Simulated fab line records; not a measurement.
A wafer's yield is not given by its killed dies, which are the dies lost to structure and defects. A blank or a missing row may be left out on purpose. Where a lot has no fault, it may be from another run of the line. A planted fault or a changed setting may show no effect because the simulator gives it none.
Which of the tools did it? -- flow nand-harc -- 13 lots with 38 wafers sampled at 5 steps, on a route of 1159 steps

## WHAT THE GAUGES READ, wafer by wafer
NHARC_END_SORT_01. Usual: killed-at-array 26, standard deviation 9.9; killed-at-other 0.8, standard deviation 1; killed-at-periphery 2.8, standard deviation 2.2; killed-dies 29, standard deviation 9.9; killed-open 3.2, standard deviation 1.8; killed-short 2.1, standard deviation 1.4.
lot,measured,on,killed-at-array,killed-at-other,killed-at-periphery,killed-dies,killed-open,killed-short,flag
L898,day 22 17:32,prober-01,667 35,0 0,2 2,669 37,2 4,1 1,OFF
L902,day 23 12:43,prober-01,33 664 41,2 2 1,3 5 3,38 671 45,1 8 5,2 4 0,OFF

## EACH LOT AND THE TOOL THAT RAN IT (in order: tool; ch and the chambers of the sampled wafers; start)
lot,NHARC_A_SLIT_DEP_23,NHARC_A_M1_DESCUM_14,NHARC_A_M1_ETCH_15,NHARC_A_M1_STRIP_18
L885,"pecvd-04 ch 1,2, day 14 06:14","rie-diel-01 ch 1,3, day 17 21:14","rie-diel-01 ch 1,2,3, day 17 21:37 or earlier","rie-diel-06 ch 1,3, day 17 21:37"
L886,"pecvd-04 ch 0,1,2, day 15 00:46","rie-diel-06 ch 0,1,3, day 18 09:06","rie-diel-06 ch 2,3, day 18 09:29 or earlier","rie-diel-04 ch 0,3, day 18 09:29"
L888,"pecvd-01 ch 0,2, day 15 00:52","rie-diel-01 ch 0,3, day 18 06:58","rie-diel-01 ch 1,2,3, day 18 07:23 or earlier","rie-diel-04 ch 0,1,2, day 18 07:23"
L887,"pecvd-04 ch 1,2, day 15 04:36","rie-diel-06 ch 0,1, day 19 04:04","rie-diel-06 ch 0,3, day 19 04:30 or earlier","rie-diel-04 ch 0,1,3, day 19 04:30"
L890,"pecvd-01 ch 0,1,2, day 15 04:50","rie-diel-01 ch 0,1,2, day 19 04:14","rie-diel-01 ch 1,2, day 19 04:37 or earlier","rie-diel-06 ch 0,3, day 19 04:37"
L889,"pecvd-02 ch 0,1,2, day 15 11:40","rie-diel-01 ch 0,3, day 19 03:32","rie-diel-01 ch 0,1,2, day 19 03:59 or earlier","rie-diel-04 ch 0,3, day 19 03:59"
L891,"pecvd-04 ch 1,2, day 15 11:54","rie-diel-06 ch 0,3, day 19 10:35","rie-diel-06 ch 2,3, day 19 11:02 or earlier","rie-diel-04 ch 0,1,3, day 19 11:02"
L892,"pecvd-04 ch 0,1,2, day 15 19:52","rie-diel-06 ch 1,3, day 19 11:01","rie-diel-06 ch 0,1,3, day 19 11:23 or earlier","rie-diel-06 ch 0,1, day 19 11:23"
L894,"pecvd-02 ch 1,2, day 16 08:40","rie-diel-04 ch 0,1,3, day 19 23:37","rie-diel-04 ch 0,1,2, day 20 00:01 or earlier","rie-diel-01 ch 0,2,3, day 20 00:01"
L893,"pecvd-04 ch 0,1,2, day 16 08:58","rie-diel-01 ch 1,2, day 20 02:01","rie-diel-01 ch 0,1, day 20 02:23 or earlier","rie-diel-06 ch 0,1, day 20 02:23"
L898,"pecvd-04 ch 0,1, day 17 11:17","rie-diel-06 ch 2, day 21 02:20","rie-diel-06 ch 1, day 21 02:47 or earlier","rie-diel-01 ch 1, day 21 02:47"
L902,"pecvd-04 ch 1,2, day 18 13:26","rie-diel-06 ch 1,2, day 22 00:08","rie-diel-06 ch 2, day 22 00:36 or earlier","rie-diel-06 ch 0,3, day 22 00:36"
L907,"pecvd-01 ch 0,1, day 19 22:41","rie-diel-01 ch 2,3, day 23 02:53","rie-diel-01 ch 0,2,3, day 23 03:19 or earlier","rie-diel-06 ch 0,1,2, day 23 03:19"
- NHARC_A_SLIT_DEP_23: deposits SiON, target thk 100 nm.
- NHARC_A_M1_DESCUM_14: chemistry O2, time 3 s.
- NHARC_A_M1_ETCH_15: etches the open film in C4F8/Ar, target depth 182.5 nm, time 91.2 s.
- NHARC_A_M1_STRIP_18: strips in N2/H2.

## AS READ BY THE TOOLS THEMSELVES (means over the sampled wafers that have a number; for cases with no such wafer, the mark the record gives instead)
NHARC_A_SLIT_DEP_23. Usual: chamber-pressure-Torr 3.499 Torr, standard deviation 0.0079; heater-power-w 806 W, standard deviation 75.
lot,tool,chamber-pressure-Torr (Torr),heater-power-w (W),flag
L885,pecvd-04,3.498,887,
L886,pecvd-04,3.501,792,
L888,pecvd-01,3.494,836,
L887,pecvd-04,3.500,786,
L890,pecvd-01,3.493,790,
L889,pecvd-02,3.499,805,
L891,pecvd-04,3.490,800,
L892,pecvd-04,3.497,846,
L894,pecvd-02,3.497,773,
L893,pecvd-04,3.490,853,
L898,pecvd-04,3.500,712,
L902,pecvd-04,3.493,853,
L907,pecvd-01,3.503,733,

NHARC_A_M1_DESCUM_14. Usual: drypump-motor-current-A 6.0 A, standard deviation 0.56; oes-product-au 1.003 a.u., standard deviation 0.0076; rf-vpp-V 57.8 V, standard deviation 1.1; showerhead-plenum-p-Torr 1.92 Torr, standard deviation 0.098; throttle-valve-pct 11.312 %, standard deviation 0.0082.
lot,tool,drypump-motor-current-A (A),oes-product-au (a.u.),rf-vpp-V (V),showerhead-plenum-p-Torr (Torr),throttle-valve-pct (%),flag
L885,rie-diel-01,5.9,0.996,58.7,1.86,11.307,
L886,rie-diel-06,6.2,1.005,58.1,1.97,11.317,
L888,rie-diel-01,6.4,1.002,58.2,1.92,11.310,
L887,rie-diel-06,6.4,1.015,57.6,1.99,11.306,
L890,rie-diel-01,5.7,0.997,58.2,1.97,11.309,
L889,rie-diel-01,6.6,1.011,57.6,1.85,11.312,
L891,rie-diel-06,6.3,1.005,58.3,2.04,11.309,
L892,rie-diel-06,6.1,1.001,57.9,1.90,11.313,
L894,rie-diel-04,5.6,1.002,57.3,1.88,11.316,
L893,rie-diel-01,5.3,0.997,58.9,1.98,11.311,
L898,rie-diel-06,5.5,0.997,58.5,1.93,11.307,
L902,rie-diel-06,5.9,1.002,57.2,1.89,11.317,
L907,rie-diel-01,5.7,1.008,57.8,1.95,11.311,

NHARC_A_M1_ETCH_15. Usual: oes-product-au 0.953 a.u., standard deviation 0.022; rf-vpp-V 441 V, standard deviation 3.1.
lot,tool,oes-product-au (a.u.),rf-vpp-V (V),flag
L885,rie-diel-01,0.965,441,
L886,rie-diel-06,0.929,443,
L888,rie-diel-01,0.928,441,
L887,rie-diel-06,0.963,445,
L890,rie-diel-01,0.927,444,
L889,rie-diel-01,0.922,442,
L891,rie-diel-06,0.983,443,
L892,rie-diel-06,0.974,442,
L894,rie-diel-04,0.976,441,
L893,rie-diel-01,0.921,441,
L898,rie-diel-06,0.953,438,
L902,rie-diel-06,0.929,441,
L907,rie-diel-01,0.958,441,

NHARC_A_M1_STRIP_18. Usual: drypump-motor-current-A 5.9 A, standard deviation 0.55; oes-product-au 1.001 a.u., standard deviation 0.0075; rf-vpp-V 90.6 V, standard deviation 1; showerhead-plenum-p-Torr 2.03 Torr, standard deviation 0.097; throttle-valve-pct 14.172 %, standard deviation 0.0089.
lot,tool,drypump-motor-current-A (A),oes-product-au (a.u.),rf-vpp-V (V),showerhead-plenum-p-Torr (Torr),throttle-valve-pct (%),flag
L885,rie-diel-06,6.1,1.002,90.2,2.02,14.172,
L886,rie-diel-04,5.5,0.994,90.7,2.05,14.167,
L888,rie-diel-04,5.6,0.995,90.2,2.01,14.184,
L887,rie-diel-04,5.6,1.004,90.3,2.00,14.178,
L890,rie-diel-06,6.3,1.010,91.8,2.17,14.178,
L889,rie-diel-04,5.5,1.003,90.3,2.05,14.163,
L891,rie-diel-04,5.6,1.007,91.2,2.00,14.179,
L892,rie-diel-06,6.4,1.005,90.2,2.05,14.164,
L894,rie-diel-01,6.1,0.997,90.6,2.06,14.176,
L893,rie-diel-06,6.4,1.010,91.2,2.12,14.172,
L898,rie-diel-01,5.5,0.986,90.4,2.01,14.172,
L902,rie-diel-06,6.2,0.999,92.2,2.16,14.178,
L907,rie-diel-06,6.1,1.003,90.5,2.07,14.173,

## THE ANSWER, worked out from the rows above alone
Rule: lot off if the mean of its wafers having a number is beyond 3 standard deviations from the usual mean. Also off: a lot with no number at a reading for which 4 or more lots have one. Where the step has rows for the other lots, those lots are counted as sound. The gauges are gone through in route order, then the tools' own readings, and for those a lot's mean is taken as printed above. The first step at which some lot is off is used, and at that step the reading that is off furthest; a lot without a number counts as furthest.
Off, at NHARC_END_SORT_01 on killed-at-array: L898, L902. Neither off nor sound, because the step has no rows for them: L885, L886, L888, L887, L890, L889, L891, L892, L894, L893, L907.
A tool fits if, at a process step before that reading, it ran every lot that is off, and no sound lot after the first of them. The gauges at NHARC_END_SORT_01 are tried like those tools. Because NHARC_A_M1_ETCH_15 lacks a start for some lots, the hours and order of its lots are taken from NHARC_A_M1_STRIP_18. Can't be told from this: 3 tools fit, pecvd-04 at NHARC_A_SLIT_DEP_23, rie-diel-06 at NHARC_A_M1_DESCUM_14 and NHARC_A_M1_ETCH_15, prober-01 at NHARC_END_SORT_01.

## WHAT THE SIMULATOR HAD PUT IN
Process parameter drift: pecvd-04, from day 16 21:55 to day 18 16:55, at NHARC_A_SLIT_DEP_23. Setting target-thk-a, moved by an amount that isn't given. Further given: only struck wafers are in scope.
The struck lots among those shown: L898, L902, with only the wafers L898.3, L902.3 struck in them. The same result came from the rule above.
